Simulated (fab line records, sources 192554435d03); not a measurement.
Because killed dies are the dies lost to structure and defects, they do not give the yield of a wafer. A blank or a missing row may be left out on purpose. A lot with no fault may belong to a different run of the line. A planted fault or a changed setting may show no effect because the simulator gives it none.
Comparing a struck lot with a sound one :: flow n5Finfet :: 25 out of 1938 route steps
Sound: these wafers, L325.1, L325.5, L325.6. The struck wafers were L323.1, L323.5, L323.6. At the end, the cause is stated.
Order at every step that has rows: each side's tool, ch and its chambers, its first start. Under that, the readings that differ: sound wafers :: struck wafers :: difference of the means :: sigmas: that difference in standard deviations of wafers without a fault.
alike: readings whose means differ by less than 2 such deviations, and words and numbers that are the same on both sides. not compared: withheld readings, readings that some wafer has no value for, bounds like >300 that may hide the same value, and numbers for which the record gives no deviation and whose values overlap.
Wherever a step has rows on one side only, a row that says differs or no value, or a row with sigmas, the two part there. When numbers do not overlap yet have no deviation, they are printed without sigmas and do not part them. A reading that every wafer of one side lacks parts them only if that side has two wafers or more.

first, 11 steps without rows for these wafers: N5_BEOL_M14_VIA_ETCH_16 (etches SiO2 in C4F8/O2/Ar, target depth 1231.3 nm); N5_BEOL_M14_STRIP_63 (strips in O2); N5_BEOL_M14_STRIP_64 (strips in O2); N5_BEOL_M14_STRIP_71 (strips in post etch residue remover, time 60 s); N5_BEOL_M14_SRD_72 (time 30 s, dry time 30 s); N5_BEOL_M14_COAT_65 (time 60 s, resist thk 450 nm); N5_BEOL_M14_COAT_66 (time 60 s, resist thk 110 nm); N5_BEOL_M14_COAT_22 (resist thk 300 nm); N5_BEOL_M14_EBR_24; N5_BEOL_M14_SOFTBAKE_23 (time 60 s); N5_BEOL_M14_EXPOSE_25 (exposes mask M14, target cd 280 nm).
N5_BEOL_M14_PEB_26: peb time 90 s.
  sound on lithoTrack-04 ch 0, day 17 11:44; struck on lithoTrack-05 ch 0, day 16 14:19
reading: plateTempC (C)
sound: 129.85 130.02 129.97
struck: 129.01 128.77 128.78
difference: -1.09
sigmas: -8
then, 2 steps without rows for these wafers: N5_BEOL_M14_DEVELOP_27 (develop time 45 s); N5_BEOL_M14_HARDBAKE_32 (time 120 s).
N5_BEOL_M14_CD_MEAS_28: target cd 284.4 nm.
  sound on cdSem-01 ch 0, day 17 11:51; struck on cdSem-03 ch 0, day 16 14:26
reading: cdNm (nm)
sound: 283.3 284.4 285.2
struck: 276.8 275.1 279.1
difference: -7.3
sigmas: -5
N5_BEOL_M14_DESCUM_33: chemistry O2, time 7.9 s.
  sound on rieDiel-06 ch 0,1, day 17 11:56; struck on rieDiel-03 ch 0,1,2, day 16 14:47
reading: throttleValvePct (%)
sound: 20.84 20.54 20.82
struck: 20.13 20.06 20.27
difference: -0.58
sigmas: -2

reading: model.BEOL_M14.cdNm (nm)
sound: 283.2 284.2 285.2
struck: 277.2 275.2 279
difference: -7.1
sigmas: 
  alike: drypumpMotorCurrentA, oesProductAu, rfFwdPowerW, rfVppV, showerheadPlenumPTorr
  not compared: rfHoursCounterH
then, 6 steps without rows for these wafers: N5_BEOL_M14_ETCH_67 (etches SiARC in CF4, target depth 143 nm, time 238.3 s); N5_BEOL_M14_ETCH_68 (etches SOC in N2/H2, time 450 s); N5_BEOL_M14_STRIP_69 (strips in N2/H2); N5_BEOL_M14_TRENCH_ETCH_34 (etches SiO2 in C4F8/O2/Ar, target depth 556.65 nm, time 126.9 s); N5_BEOL_M14_STRIP_70 (strips in C4F8/O2/Ar); N5_BEOL_M14_STRIP_37 (strips in O2).
N5_BEOL_M14_ETCH_38: etches SiCN in CF4/N2, target depth 106.5 nm, time 120.6 s.
  sound: rieDiel-02 ch 1,2,3; struck: rieDiel-06 ch 2,3
reading: model.BEOL_M14.cdNm (nm)
sound: 278.8 277.8 281.6
struck: 272.2 272.6 273.6
difference: -6.6
sigmas: 
  alike: drypumpMotorCurrentA, oesProductAu, rfFwdPowerW, rfVppV, showerheadPlenumPTorr, throttleValvePct
  not compared: rfHoursCounterH
then, 1 step without rows for these wafers: N5_BEOL_M14_PRECLEAN_39 (cleans in residue remover, time 60 s).
N5_PASSIVATION_PROBE_49:
  record: rows for the struck wafers here (prober-01, day 17 16:36), none for the sound ones

## WHERE THEY PART
Last at N5_PASSIVATION_PROBE_49 as far as this record goes, first at N5_BEOL_M14_PEB_26.

WHY: whatever the simulator had introduced
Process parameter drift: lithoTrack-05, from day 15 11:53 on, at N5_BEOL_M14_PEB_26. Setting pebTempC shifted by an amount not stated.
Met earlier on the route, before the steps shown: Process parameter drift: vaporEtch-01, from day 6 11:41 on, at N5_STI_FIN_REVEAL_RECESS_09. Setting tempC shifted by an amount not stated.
